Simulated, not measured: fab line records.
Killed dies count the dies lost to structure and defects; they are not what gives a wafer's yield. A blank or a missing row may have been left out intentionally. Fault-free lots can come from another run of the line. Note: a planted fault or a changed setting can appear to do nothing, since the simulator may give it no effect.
Which tool was responsible?	flow nand_harc	14 lots with 42 wafers sampled at 3 steps, on a route of 1302 steps

== WHAT THE GAUGES SHOWED, per wafer ==
NHARC_A_START_INSPECT_01.
lot	measured	on	raw_defect_count
L478	day 6 22:22	defect_inspect-01	3 5 4
L479	day 7 00:10	defect_inspect-02	3 4 3
L480	day 7 14:01	defect_inspect-02	2 0 3
L481	day 8 00:22	defect_inspect-02	5 4 4
L482	day 8 06:46	defect_inspect-02	4 4 4
L483	day 8 22:10	defect_inspect-01	2 5 2
L484	day 9 17:02	defect_inspect-01	2 6 5
L488	day 10 18:08	defect_inspect-01	4 2 3
L490	day 11 19:22	defect_inspect-01	3 5 3
L499	day 15 05:43	defect_inspect-01	2 1 3
L500	day 15 15:40	defect_inspect-02	4 4 3
L501	day 16 04:29	defect_inspect-02	3 3 1

== TOOL THAT RAN EACH LOT (tool first, then ch and the chambers of the sampled wafers, then the start) ==
lot	NHARC_P_BONDPAD_PRE_CLEAN_26	NHARC_P_BONDPAD_PVD_27
L478	pvd_sputter-03, day 6 20:31 or earlier	pvd_sputter-03, day 6 20:31
L479	pvd_sputter-01, day 6 22:20 or earlier	pvd_sputter-01, day 6 22:20
L480	pvd_sputter-02, day 7 12:08 or earlier	pvd_sputter-02, day 7 12:08
L481	pvd_sputter-03, day 7 22:10 or earlier	pvd_sputter-03, day 7 22:10
L482	pvd_sputter-03, day 8 04:53 or earlier	pvd_sputter-03, day 8 04:53
L483	pvd_sputter-01, day 8 20:20 or earlier	pvd_sputter-01, day 8 20:20
L484	pvd_sputter-02, day 9 15:01 or earlier	pvd_sputter-02, day 9 15:01
L488	pvd_sputter-03, day 10 16:08 or earlier	pvd_sputter-03, day 10 16:08
L490	pvd_sputter-03, day 11 17:32 or earlier	pvd_sputter-03, day 11 17:32
L497	pvd_sputter-01, day 14 11:28 or earlier	pvd_sputter-01, day 14 11:28
L498	pvd_sputter-01, day 14 23:54 or earlier	pvd_sputter-01, day 14 23:54
L499	pvd_sputter-01, day 15 03:50 or earlier	pvd_sputter-01, day 15 03:50
L500	pvd_sputter-01, day 15 13:48 or earlier	pvd_sputter-01, day 15 13:48
L501	pvd_sputter-01, day 16 02:39 or earlier	pvd_sputter-01, day 16 02:39
- NHARC_P_BONDPAD_PRE_CLEAN_26: time 30 s.
- NHARC_P_BONDPAD_PVD_27: deposits Cu, target thk 30 nm, time 20.49 s.

== WHAT THE TOOLS THEMSELVES READ (means of the sampled wafers that have a number; where no wafer has one, the mark that the record gives instead) ==
NHARC_P_BONDPAD_PRE_CLEAN_26.
lot	tool	heater_power_w (W)
L478	pvd_sputter-03	412
L479	pvd_sputter-01	386
L480	pvd_sputter-02	380
L481	pvd_sputter-03	391
L482	pvd_sputter-03	423
L483	pvd_sputter-01	348
L484	pvd_sputter-02	396
L488	pvd_sputter-03	405
L490	pvd_sputter-03	419
L497	pvd_sputter-01	401
L498	pvd_sputter-01	425
L499	pvd_sputter-01	389
L500	pvd_sputter-01	335
L501	pvd_sputter-01	345

NHARC_P_BONDPAD_PVD_27.
lot	tool	cathode_dc_power_W (W)	chamber_pressure_pa (Pa)	throttle_valve_pct (%)
L478	pvd_sputter-03	4999.8	4.999	30.7
L479	pvd_sputter-01	5000.5	5.003	29.0
L480	pvd_sputter-02	4999.9	5.009	29.6
L481	pvd_sputter-03	4999.4	5.001	30.2
L482	pvd_sputter-03	4999.4	5.010	29.9
L483	pvd_sputter-01	5000.2	5.008	28.7
L484	pvd_sputter-02	5000.3	4.997	29.4
L488	pvd_sputter-03	5000.0	5.000	29.8
L490	pvd_sputter-03	5001.1	5.006	29.6
L497	pvd_sputter-01	-	-	-
L498	pvd_sputter-01	-	-	-
L499	pvd_sputter-01	4999.9	5.002	29.6
L500	pvd_sputter-01	5000.7	5.005	28.8
L501	pvd_sputter-01	5000.1	5.005	29.6

== THE ANSWER, worked out from the rows above alone ==
Rule: the usual values come from the lots themselves. Put in order of their means at a reading, lots are off if they are a third of the lots or fewer, leave a main group of 4 or more, and stand apart from it by a gap of 3 or more times the standard deviation of the main group's means; of several such gaps the widest counts. Not used: any main group whose means are identical at the precision the tables above print for the reading. A lot without any number at a reading at which 4 lots or more have one is off too. All remaining lots with rows at the step are treated as sound. The gauges are gone through in route order, then the tools' own readings, and for those a lot's mean is taken as printed above. At the first step where some lot is off, the reading lying furthest off is the one used; lots without a number count as furthest.
Off, at NHARC_P_BONDPAD_PVD_27 on cathode_dc_power_W: L497, L498. Without a number there: L497, L498. Mean 5000.1 W and standard deviation 0.48 in the main group.
A tool fits if, at that step or a process step before it, it ran every lot that is off, and no sound lot after the first of them. NHARC_P_BONDPAD_PRE_CLEAN_26 gives no start for some lots, so the hours and the order of its lots are those of NHARC_P_BONDPAD_PVD_27. None of those tried fits.

== WHAT THE SIMULATOR PUT IN ==
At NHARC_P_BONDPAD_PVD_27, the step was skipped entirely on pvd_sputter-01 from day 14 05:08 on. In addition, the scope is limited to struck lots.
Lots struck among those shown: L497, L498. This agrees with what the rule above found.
